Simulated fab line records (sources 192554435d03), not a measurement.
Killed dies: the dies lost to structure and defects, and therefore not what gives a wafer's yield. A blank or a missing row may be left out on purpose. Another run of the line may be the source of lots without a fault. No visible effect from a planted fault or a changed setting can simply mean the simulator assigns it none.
Split-lot trial + flow n5Finfet + on a route of 1938 steps: 7 lots, 21 wafers read

ON THE SPLIT
At N5_BEOL_M5_COAT_22 (resist thk 30 nm), the setting spinRpm was moved away from the recipe's 1500 rpm on 5 of the 21 wafers read, by -7.7% to +7.5%. This setting was run at the recipe's value on the other wafers.

FROM THE SPLIT TO THE READING: what the file shows between them, 2 steps
- N5_BEOL_M5_EXPOSE_25: exposes mask V4, defocus 10 nm (also split here: doseMj)
- N5_BEOL_M5_PEB_26: peb time 60 s

THE READING
CAR-EUV_of_BEOL_M5_COAT_22.thkNm (the simulator's own value, which no gauge read), in nm, at N5_BEOL_M5_DEVELOP_27 (develop time 30 s). There is no usual value for it anywhere in the file. The 16 wafers here that ran the recipe average 29.6 nm, standard deviation 0.086 nm.

| wafer  | tool, chamber at the split | spinRpm as run, rpm | against the recipe | CAR-EUV_of_BEOL_M5_COAT_22.thkNm, nm | against lot-mates on the recipe |
|--------|----------------------------|---------------------|--------------------|--------------------------------------|---------------------------------|
| L074.2 | lithoTrack-01, 0           | 1500                | recipe             | 29.6                                 | -                               |
| L074.5 | lithoTrack-01, 0           | 1500                | recipe             | 29.6                                 | -                               |
| L074.6 | lithoTrack-01, 0           | 1500                | recipe             | 29.6                                 | -                               |
| L076.2 | lithoTrack-02, 0           | 1384                | -7.7%              | 30.8                                 | +1.2                            |
| L076.3 | lithoTrack-02, 0           | 1384                | -7.7%              | 30.8                                 | +1.2                            |
| L076.5 | lithoTrack-02, 0           | 1500                | recipe             | 29.6                                 | -                               |
| L082.1 | lithoTrack-01, 0           | 1500                | recipe             | 29.6                                 | -                               |
| L082.3 | lithoTrack-01, 0           | 1500                | recipe             | 29.6                                 | -                               |
| L082.6 | lithoTrack-01, 0           | 1500                | recipe             | 29.8                                 | -                               |
| L083.1 | lithoTrack-02, 0           | 1500                | recipe             | 29.6                                 | -                               |
| L083.2 | lithoTrack-02, 0           | 1500                | recipe             | 29.6                                 | -                               |
| L083.6 | lithoTrack-02, 0           | 1500                | recipe             | 29.6                                 | -                               |
| L084.1 | lithoTrack-02, 0           | 1500                | recipe             | 29.4                                 | -                               |
| L084.5 | lithoTrack-02, 0           | 1500                | recipe             | 29.6                                 | -                               |
| L084.6 | lithoTrack-02, 0           | 1405                | -6.3%              | 30.4                                 | +0.9                            |
| L085.2 | lithoTrack-05, 0           | 1500                | recipe             | 29.4                                 | -                               |
| L085.3 | lithoTrack-05, 0           | 1613                | +7.5%              | 28.4                                 | -1.0                            |
| L085.6 | lithoTrack-05, 0           | 1613                | +7.5%              | 28.4                                 | -1.0                            |
| L086.1 | lithoTrack-01, 0           | 1500                | recipe             | 29.6                                 | -                               |
| L086.2 | lithoTrack-01, 0           | 1500                | recipe             | 29.6                                 | -                               |
| L086.3 | lithoTrack-01, 0           | 1500                | recipe             | 29.6                                 | -                               |

FIT RESULTS
A straight line over all 21 wafers: CAR-EUV_of_BEOL_M5_COAT_22.thkNm changes by -0.153 nm for each +1% of spinRpm; r = -0.99; the points scatter about the line by 0.087 nm.
The same after taking each lot's own level away (the mean of its wafers on the recipe; 21 wafers): -0.144 nm for each +1%; r = -0.99; scatter 0.061 nm.
According to that fit, moving spinRpm by its largest amount changes the reading by 1.1 nm.
From 29.40 to 29.67 nm: that is the span of the lots' own levels, equal to 3.1 times the standard deviation above.
Hence the lot-to-lot level has little effect on the slope; both slopes agree.
Check: +1.1 nm against its lot-mates is what the line predicts for one of the wafers moved furthest among these (-7.7%) when that wafer is left out of the fit. Against them it came out at +1.2 nm.

FURTHER SPLITS ON THESE WAFERS
Before the reading, these wafers also passed through other splits. Each is held against what the fit with the lots' levels taken away leaves over:
| other split on the same wafers | wafers away from the commonest value | r with CAR-EUV_of_BEOL_M5_COAT_22.thkNm (lot level and that fit taken away) |
|--------------------------------|--------------------------------------|-----------------------------------------------------------------------------|
| N5_BEOL_M2_ILD_DEP_00 timeS    | 12                                   | +0.29                                                                       |
| N5_BEOL_M2_COAT_22 spinRpm     | 4                                    | +0.11                                                                       |
| N5_BEOL_M2_ETCH_69 biasW       | 10                                   | +0.32                                                                       |
| N5_BEOL_M3_EXPOSE_08 doseMj    | 7                                    | -0.15                                                                       |
| N5_BEOL_M3_ETCH_64 biasW       | 9                                    | -0.19                                                                       |
| N5_BEOL_M5_EXPOSE_25 doseMj    | 6                                    | -0.32                                                                       |

THE WHOLE CHAIN: every reading that the file lists as answering this split, in the file's order
| step                  | what it does      | reading                                                                           | change (the file's fit)               | r (the file's) |
|-----------------------|-------------------|-----------------------------------------------------------------------------------|---------------------------------------|----------------|
| N5_BEOL_M5_COAT_22    | resist thk 30 nm  | CAR-EUV_of_BEOL_M5_COAT_22.thkNm (the simulator's own value, which no gauge read) | -0.153 nm for each +1% of the setting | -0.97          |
| N5_BEOL_M5_DEVELOP_27 | develop time 30 s | CAR-EUV_of_BEOL_M5_COAT_22.thkNm (the simulator's own value, which no gauge read) | -0.144 nm for each +1% of the setting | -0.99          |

FILE'S OWN FIT
CAR-EUV_of_BEOL_M5_COAT_22.thkNm changes by -0.144 nm for each +1% of spinRpm, r = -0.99.
